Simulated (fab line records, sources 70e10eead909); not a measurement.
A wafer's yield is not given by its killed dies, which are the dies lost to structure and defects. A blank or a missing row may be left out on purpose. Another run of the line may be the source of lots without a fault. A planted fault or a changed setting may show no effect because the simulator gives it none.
fab line records	flow nand_harc	part 2 of 2: steps 4 to 6 of 6
record: lots: 22	wafers: 66	last_day: 25
route steps=1159 shown A_CONTACT@902
lots that met no fault: from a run of the same line without faults
start_h: hours from the record's first day to the start of the lot's first wafer shown	wait_h: time in hours since the lot's previous step	" repeats the value in the row above	L1.1+2: several wafers, shown together as one row	- no value, or no start was given	* or withheld: withheld	< > ~ a bound
route shown NAME@n: NAME is a module with steps in the file, n the number in the route of the first one	usual: the fault-free wafers' mean and standard deviation	same: alike in all rows	chamber/n: place in a boat	sites: readings site by site	_std_site: standard deviation of those values	_edge_site: outer sites' mean less inner sites'	radius_mm: how far each site lies from the wafer's centre	mask NAME#n: copy n	behind: tool/chamber where the wafer was last shaped	hold: the reason the lot was held/the length of the hold in hours/how it ended	device: names the non-switching transistor (n, p or np)	end of line: the same wafers' tests at the end of the route	step lacking rows: just its recipe	killed: not the wafer's yield, but the dies lost to structure and defects at the first sort	map: the dies of a wafer, with x for killed, . for not killed, _ for no die there
set.NAME: the run value of the setting; set.NAME@STEP: its run value at that earlier step	model.NAME: the simulator's own value behind a step, which no gauge read
one table for each step of the route and one row for each wafer, over a sample of lots
services: the hour from which a tool's chamber was out of use, counted from the record's first day as start_h (under 0 if before that day), plus the number of hours and why
== steps ==
step: NHARC_A_CONTACT_ETCH_106
recipe: target_depth_a: 600	overetch_a: 60	time_s: 33	ion_energy_ev: 100	cf4_flow_sccm: 80	o2_flow_sccm: 20	ar_flow_sccm: 0	rf_w: 300	bias_w: 100	chemistry: CF4/O2
usual: bias_w: 100.0/0.31	drypump_motor_current_A: 5.8/0.47	mfc_ar_sccm: 0.016/0.011	oes_product_au: 0.997/0.01	rf_vpp_V: 197.8/1.2	showerhead_plenum_p_Torr: 1.33/0.046	throttle_valve_pct: 13.398/0.0099
lot.wafer	tool	chamber	start_h	wait_h	bias_w	drypump_motor_current_A	mfc_ar_sccm	oes_product_au	rf_hours_counter_h	rf_vpp_V	showerhead_plenum_p_Torr	throttle_valve_pct
L075.4	rie_diel-04	1	383.20	0.1	100.1	5.7	0.016	0.991	15	199.3	1.37	13.400
L075.1	"	0	"	"	100.6	4.9	0.027	1.004	18	196.8	1.26	13.400
L075.6	"	1	"	"	100.2	5.7	0.016	0.990	-	198.9	1.37	13.391
L074.1	rie_diel-04	3	384.23	0.1	99.8	6.6	0	1.001	17	199.4	1.39	13.400
L074.2	"	0	"	"	99.8	4.8	0.027	1.015	18	196.5	1.26	13.404
L074.5	"	3	"	"	100.0	6.5	0	0.993	-	200.9	1.39	13.392
L076.3	rie_diel-04	2	392.84	0.1	99.8	5.8	0.022	0.998	17	198.9	1.29	13.409
L076.4	"	3	"	"	100.0	6.5	0	0.998	20	199.4	1.39	13.402
L076.5	"	2	"	"	99.6	5.7	0.022	0.984	-	196.3	1.29	13.402
L078.3	rie_diel-07	0	402.55	0.0	99.9	5.5	0.017	1.007	58	198.9	1.37	13.404
L078.1	"	2	"	"	100.4	5.9	0.039	1.007	59	198.1	1.33	13.406
L078.4	"	3	"	"	100.0	6.2	0	1.009	61	197.9	1.39	13.389
L079.1	rie_diel-04	2	407.31	0.1	99.7	5.7	0.022	0.999	19	196.0	1.29	13.384
L079.5	"	2	"	"	99.9	5.7	0.022	0.995	-	197.3	1.29	13.390
L079.4	"	1	"	"	100.1	5.7	0.016	0.993	-	198.8	1.37	13.391
L080.1	rie_diel-04	2	420.41	0.1	100.0	5.7	0.022	1.006	22	197.7	1.29	13.402
L080.3	"	0	"	"	99.6	4.8	0.027	1.004	25	195.6	1.25	13.395
L080.4	"	0	"	"	100.0	4.8	0.027	1.005	-	197.4	1.25	13.391
L081.1	rie_diel-07	2	424.11	0.1	100.4	5.9	0.039	1.007	3	198.2	1.33	13.395
L081.3	"	0	"	"	100.0	5.5	0.017	1.011	2	197.8	1.37	13.409
L081.6	"	2	"	"	100.5	6.0	0.039	1.016	-	196.3	1.33	13.409
L082.4	rie_diel-04	3	436.54	0.1	99.8	6.5	0	1.003	23	199.0	1.39	13.408
L082.2	"	0	"	"	100.5	4.8	0.027	0.993	29	196.2	1.25	13.399
L082.1	"	1	"	"	99.8	5.7	0.016	0.995	26	197.5	1.37	13.371
L083.1	rie_diel-02	1	438.34	0.1	100.0	6.2	0.018	1.004	40	196.3	1.31	13.389
L083.4	"	2	"	"	99.7	5.8	0.016	0.978	37	197.1	1.34	13.391
L083.2	"	3	"	"	100.0	5.3	0.028	0.983	35	195.9	1.30	13.394
L084.4	rie_diel-02	2	438.63	0.0	99.9	5.8	0.016	0.981	37	196.8	1.34	13.402
L084.5	"	2	"	"	100.0	5.8	0.016	0.994	-	197.8	1.34	13.399
L084.6	"	3	"	"	99.9	5.3	0.028	0.985	-	198.8	1.30	13.415
L086.3	rie_diel-07	1	448.87	0.1	101.1	5.7	0	0.985	12	197.3	1.35	13.415
L086.1	"	0	"	"	100.4	5.5	0.017	0.987	12	198.5	1.37	13.394
L086.5	"	2	"	"	99.6	5.9	0.039	0.995	-	196.9	1.32	13.399
L088.1	rie_diel-04	1	451.63	0.1	99.6	5.7	0.016	0.978	30	197.3	1.36	13.397
L088.3	"	2	"	"	99.9	5.7	0.022	0.988	29	196.3	1.29	13.405
L088.5	"	3	"	"	99.9	6.6	0	1.009	-	198.6	1.39	13.408
L087.1	rie_diel-04	3	452.28	0.1	100.1	6.6	0	1.005	27	198.1	1.39	13.397
L087.6	"	1	"	"	100.2	5.7	0.016	0.993	-	199.0	1.36	13.401
L087.5	"	3	"	"	100.2	6.5	0	1.000	-	198.0	1.39	13.395
L089.2	rie_diel-04	1	489.05	0.1	100.2	5.7	0.016	0.989	2	198.0	1.36	13.401
L089.1	"	3	"	"	99.9	6.6	0	1.005	2	198.6	1.39	13.407
L089.6	"	2	"	"	99.9	5.8	0.022	1.002	-	197.3	1.29	13.387
L092.2	rie_diel-04	2	490.19	0.1	99.6	5.8	0.022	0.985	2	197.7	1.29	13.391
L092.1	"	3	"	"	99.4	6.5	0	1.001	3	200.5	1.39	13.397
L092.3	"	0	"	"	99.9	4.8	0.027	0.993	3	197.0	1.25	13.400
L090.3	rie_diel-04	1	495.16	0.0	99.1	5.7	0.016	0.987	4	199.1	1.36	13.406
L090.1	"	3	"	"	99.6	6.5	0	0.994	5	199.4	1.38	13.394
L090.6	"	1	"	"	99.5	5.7	0.016	0.995	-	199.3	1.36	13.394
L091.4	rie_diel-04	1	496.81	0.1	100.3	5.7	0.016	0.988	5	198.6	1.36	13.409
L091.6	"	3	"	"	99.7	6.5	0	0.992	-	198.6	1.38	13.367
L091.5	"	0	"	"	100.3	4.8	0.027	1.016	-	195.7	1.25	13.391
L093.3	rie_diel-04	2	501.69	0.1	100.0	5.8	0.022	0.987	5	196.0	1.29	13.409
L093.2	"	1	"	"	100.3	5.7	0.016	0.994	6	199.3	1.36	13.411
L093.6	"	3	"	"	100.3	6.5	0	0.997	-	197.2	1.38	13.391
L094.2	rie_diel-04	1	505.01	0.3	99.8	5.7	0.016	0.993	7	199.1	1.36	13.408
L094.4	"	2	"	"	99.7	5.7	0.022	0.991	6	196.6	1.29	13.396
L094.5	"	1	"	"	99.8	5.7	0.016	0.991	-	197.7	1.36	13.382
L096.3	rie_diel-07	0	508.16	0.1	100.0	5.5	0.017	1.015	33	198.9	1.37	13.409
L096.2	"	2	"	"	100.5	5.9	0.039	1.020	36	197.1	1.32	13.388
L096.1	"	3	"	"	100.0	6.2	0	1.010	33	198.6	1.38	13.401
L095.3	rie_diel-07	0	513.54	0.1	100.1	5.5	0.017	0.999	36	198.3	1.37	13.405
L095.5	"	3	"	"	99.9	6.2	0	0.997	-	199.4	1.38	13.390
L095.6	"	0	"	"	100.1	5.5	0.017	1.000	-	200.0	1.36	13.421
L097.4	rie_diel-02	1	523.04	0.1	99.5	6.1	0.018	0.999	4	196.9	1.31	13.402
L097.3	"	3	"	"	100.2	5.3	0.028	0.999	3	197.4	1.30	13.406
L097.6	"	1	"	"	100.3	6.2	0.018	1.002	-	198.1	1.31	13.392
step: NHARC_A_CONTACT_ETCH_138
recipe: source_w: withheld	pressure_mtorr: 20	bias_v: 3000	time_s: 132	target_depth_a: 12890	ar_flow_sccm: withheld	c4f8_flow_sccm: withheld	o2_flow_sccm: withheld	chemistry: C4F8/O2/Ar
lot.wafer	tool	chamber	start_h	wait_h	rf_hours_counter_h
L075.1	har_cap_etch-01	0	387.53	0.1	58
L075.4	"	0	"	"	-
L075.6	"	0	"	"	-
L074.2	har_cap_etch-02	0	388.78	0.1	12
L074.1	"	1	"	"	12
L074.5	"	1	"	"	-
L076.4	har_cap_etch-01	0	398.88	0.1	-
L076.3	"	1	"	"	-
L076.5	"	0	"	"	-
L078.1	har_cap_etch-02	1	407.17	0.1	15
L078.3	"	1	"	"	-
L078.4	"	0	"	"	-
L079.1	har_cap_etch-01	1	412.15	0.1	62
L079.4	"	0	"	"	-
L079.5	"	0	"	"	-
L080.1	har_cap_etch-01	0	425.36	0.1	64
L080.3	"	1	"	"	-
L080.4	"	0	"	"	-
L081.1	har_cap_etch-03	1	432.75	0.1	90
L081.3	"	1	"	"	-
L081.6	"	0	"	"	-
L082.1	har_cap_etch-02	1	441.73	0.1	21
L082.2	"	0	"	"	21
L082.4	"	0	"	"	-
L083.1	har_cap_etch-02	0	443.02	0.1	22
L083.2	"	1	"	"	22
L083.4	"	1	"	"	-
L084.4	har_cap_etch-03	1	444.00	0.1	-
L084.6	"	0	"	"	-
L084.5	"	1	"	"	-
L086.1	har_cap_etch-01	0	453.92	0.1	70
L086.3	"	1	"	"	-
L086.5	"	0	"	"	-
L088.1	har_cap_etch-03	0	456.18	0.1	95
L088.3	"	0	"	"	-
L088.5	"	0	"	"	-
L087.1	har_cap_etch-02	1	456.57	0.1	26
L087.5	"	1	"	"	-
L087.6	"	0	"	"	-
L089.2	har_cap_etch-03	0	496.39	0.1	100
L089.1	"	1	"	"	100
L089.6	"	0	"	"	-
L092.2	har_cap_etch-02	1	496.95	0.1	30
L092.1	"	0	"	"	30
L092.3	"	0	"	"	-
L090.1	har_cap_etch-03	0	499.42	0.1	100
L090.3	"	0	"	"	-
L090.6	"	1	"	"	-
L091.4	har_cap_etch-01	0	502.00	0.1	-
L091.6	"	0	"	"	-
L091.5	"	1	"	"	-
L093.2	har_cap_etch-03	0	506.91	0.1	102
L093.3	"	1	"	"	-
L093.6	"	1	"	"	-
L094.2	har_cap_etch-02	0	510.14	0.1	33
L094.4	"	0	"	"	-
L094.5	"	1	"	"	-
L096.1	har_cap_etch-03	1	513.23	0.1	103
L096.2	"	0	"	"	103
L096.3	"	1	"	"	-
L095.3	har_cap_etch-01	1	518.19	0.1	-
L095.6	"	0	"	"	-
L095.5	"	1	"	"	-
L097.3	har_cap_etch-03	0	527.33	0.1	-
L097.4	"	1	"	"	-
L097.6	"	0	"	"	-
step: NHARC_A_CONTACT_CMP_20
recipe: t_overpolish_s: 30	target_thk_nm: 300
usual: motor_current_A: 12.3/1.3	overpolish_run_s: 29.999/0.0082	time_to_endpoint_s: 59/3.7
lot.wafer	tool	chamber	start_h	wait_h	motor_current_A	overpolish_run_s	time_to_endpoint_s
L075.4	cmp-03	0	399.02	0.5	11.6	29.988	63
L075.1	"	2	"	"	11.1	30.003	58
L075.6	"	3	"	"	13.3	30.001	62
L074.2	cmp-03	3	399.77	0.8	14.1	29.991	59
L074.1	"	0	"	"	11.8	30.007	62
L074.5	"	2	"	"	11.8	29.995	59
L076.3	cmp-03	2	403.85	0.4	10.8	29.998	63
L076.4	"	3	"	"	14.7	29.993	66
L076.5	"	1	"	"	12.6	29.987	62
L078.4	cmp-01	2	412.32	0.4	11.9	30.009	60
L078.1	"	0	"	"	12.3	30.003	63
L078.3	"	1	"	"	11.5	29.998	53
L079.4	cmp-01	2	421.44	0.6	12.4	30.011	58
L079.1	"	0	"	"	13.4	30.011	62
L079.5	"	2	"	"	12.6	30.003	60
L080.3	cmp-01	3	428.46	0.5	10.2	30.007	57
L080.1	"	0	"	"	12.6	30.000	65
L080.4	"	2	"	"	12.6	30.012	58
L081.3	cmp-03	2	436.06	0.4	12.2	29.994	54
L081.1	"	0	"	"	12.1	29.996	57
L081.6	"	1	"	"	12.8	30.018	52
L082.2	cmp-04	2	444.55	0.8	12.1	29.997	61
L082.4	"	0	"	"	10.9	30.000	61
L082.1	"	1	"	"	13.3	29.979	59
L083.4	cmp-03	1	445.81	0.4	13.0	30.004	54
L083.2	"	2	"	"	11.0	30.002	54
L083.1	"	3	"	"	14.0	29.999	58
L084.4	cmp-01	2	447.23	0.5	11.8	30.007	56
L084.5	"	2	"	"	12.2	29.997	58
L084.6	"	3	"	"	10.3	30.000	54
L086.1	cmp-03	2	460.49	0.6	11.1	30.006	59
L086.3	"	1	"	"	13.8	30.000	55
L086.5	"	2	"	"	10.9	29.998	54
L088.3	cmp-04	3	462.22	0.4	14.5	30.003	58
L088.1	"	2	"	"	11.6	29.997	54
L088.5	"	3	"	"	13.7	30.008	56
L087.1	cmp-04	1	463.75	1.4	13.8	29.993	56
L087.5	"	2	"	"	11.3	30.002	56
L087.6	"	3	"	"	14.6	29.992	57
L089.2	cmp-04	2	503.98	0.7	11.6	30.009	63
L089.1	"	3	"	"	13.5	29.999	63
L089.6	"	0	"	"	11.4	29.992	63
L092.1	cmp-01	3	504.66	0.6	10.3	30.004	61
L092.3	"	0	"	"	12.9	30.000	66
L092.2	"	2	"	"	12.6	29.986	58
L090.3	cmp-01	1	505.41	0.4	11.7	29.998	53
L090.1	"	2	"	"	11.6	30.017	59
L090.6	"	1	"	"	11.3	29.998	57
L091.4	cmp-01	3	506.17	0.5	10.0	30.005	61
L091.6	"	2	"	"	11.9	30.004	62
L091.5	"	3	"	"	9.9	30.011	62
L093.3	cmp-04	0	509.94	0.4	11.1	30.005	60
L093.2	"	1	"	"	13.5	29.995	60
L093.6	"	0	"	"	11.5	30.006	63
L094.4	cmp-03	3	516.09	0.4	14.9	30.001	60
L094.2	"	0	"	"	12.1	30.000	61
L094.5	"	2	"	"	11.7	29.998	59
L096.2	cmp-04	2	517.77	0.8	11.7	29.987	60
L096.3	"	0	"	"	11.4	29.994	57
L096.1	"	1	"	"	13.7	29.993	57
L095.3	cmp-03	3	523.90	0.4	14.1	30.000	62
L095.5	"	3	"	"	13.9	29.996	66
L095.6	"	0	"	"	11.6	29.987	61
L097.3	cmp-04	1	534.31	0.5	13.4	30.008	61
L097.4	"	3	"	"	14.0	29.997	62
L097.6	"	1	"	"	13.3	29.996	61
== services ==
tool	chamber	start_h	hours	kind
cmp-04	-	357.44	0.5	repair
rie_diel-04	0	371.99	-	clean
rie_diel-04	1	371.99	-	clean
rie_diel-04	2	371.99	-	clean
rie_diel-04	3	371.99	-	clean
cmp-01	-	375.50	4.0	pm
rie_diel-04	0	396.49	-	clean
rie_diel-04	1	396.49	-	clean
rie_diel-04	2	396.49	-	clean
cmp-04	-	399.11	4.0	pm
rie_diel-04	3	404.91	21.6	repair
rie_diel-07	-	405.20	9.0	pm
cmp-04	-	422.64	2.6	repair
cmp-03	-	434.41	1.4	repair
rie_diel-04	0	448.06	6.4	repair
cmp-03	-	450.93	4.0	pm
rie_diel-04	-	466.28	9.0	pm
cmp-01	-	473.50	4.0	pm
cmp-03	-	476.05	2.6	repair
rie_diel-04	2	483.06	4.3	repair
cmp-04	-	497.11	4.0	pm
rie_diel-02	-	505.01	9.0	pm
cmp-01	-	524.68	0.3	repair
cmp-01	-	526.81	1.2	repair
